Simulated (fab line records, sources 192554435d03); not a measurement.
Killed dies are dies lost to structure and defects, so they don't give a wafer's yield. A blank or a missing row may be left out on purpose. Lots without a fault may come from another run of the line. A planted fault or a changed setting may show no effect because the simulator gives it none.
Chamber matching | flow n5_finfet | N5_HKMG_FIN_DESCUM_53 on rie_diel-04: 4 sister chambers
The step chemistry O2, time 7.9 s. 16 wafers are shown with their chamber, then 8 later ones without.

WAFERS WITH THEIR CHAMBER
wafer  | chamber | showerhead_plenum_p_Torr (Torr) | drypump_motor_current_A (A) | rf_fwd_power_W (W)
L075.2 | 3       | 2.14                            | 5.5                         | 49.57
L075.3 | 0       | 2.15                            | 6.2                         | 49.35
L075.6 | 1       | 2.06                            | 6.2                         | 48.86
L079.1 | 1       | 2.06                            | 6.3                         | 48.74
L079.3 | 0       | 2.15                            | 6.2                         | 49.77
L079.5 | 1       | 2.06                            | 6.2                         | 48.75
L085.2 | 1       | 2.05                            | 6.2                         | 48.96
L085.3 | 3       | 2.14                            | 5.5                         | 49.53
L085.4 | 2       | 2.08                            | 5.6                         | 49.76
L086.2 | 2       | 2.08                            | 5.5                         | 49.70
L086.3 | 0       | 2.15                            | 6.2                         | 49.75
L086.4 | 1       | 2.05                            | 6.2                         | 48.93
L088.1 | 0       | 2.14                            | 6.2                         | 49.67
L088.2 | 2       | 2.08                            | 5.5                         | 49.60
L088.4 | 1       | 2.05                            | 6.2                         | 48.92
L091.1 | 1       | 2.05                            | 6.2                         | 48.98

SIGNATURES (means of the wafers above)
reading                  | chamber 0 | chamber 1 | chamber 2 | chamber 3 | scatter within a chamber
showerhead_plenum_p_Torr | 2.1475    | 2.0543    | 2.0800    | 2.1400    | 0.00453
drypump_motor_current_A  | 6.200     | 6.214     | 5.533     | 5.500     | 0.0356
rf_fwd_power_W           | 49.6350   | 48.8771   | 49.6867   | 49.5500   | 0.124
Rule: a wafer's distance from a chamber is the root of the sum, over the readings, of the square of ((its reading less the chamber's mean) divided by the reading's scatter). The wafer belongs to the nearest chamber; if the next one is less than 2 further off, it can't be placed. The scatter: the root of (the sum of the squares of (reading less its chamber's mean) over the shown wafers, divided by (wafers less chambers)).

WAFERS WITHOUT THEIR CHAMBER
wafer  | showerhead_plenum_p_Torr (Torr) | drypump_motor_current_A (A) | rf_fwd_power_W (W)
L091.3 | 2.08                            | 5.5                         | 49.48
L091.6 | 2.08                            | 5.6                         | 49.39
L092.1 | 2.13                            | 5.5                         | 49.58
L092.2 | 2.08                            | 5.6                         | 49.82
L092.6 | 2.08                            | 5.6                         | 49.75
L096.2 | 2.07                            | 5.5                         | 49.57
L096.3 | 2.13                            | 5.5                         | 49.29
L096.6 | 2.07                            | 5.5                         | 49.57

WHICH CHAMBER EACH WENT THROUGH
wafer  | from the rows above | in truth
L091.3 | 2                   | 2
L091.6 | 2                   | 2
L092.1 | 3                   | 3
L092.2 | 2                   | 2
L092.6 | 2                   | 2
L096.2 | 2                   | 2
L096.3 | 3                   | 3
L096.6 | 2                   | 2
Placed correctly: 8 of 8. Can't be placed from these rows: 0. Placed wrongly: 0.
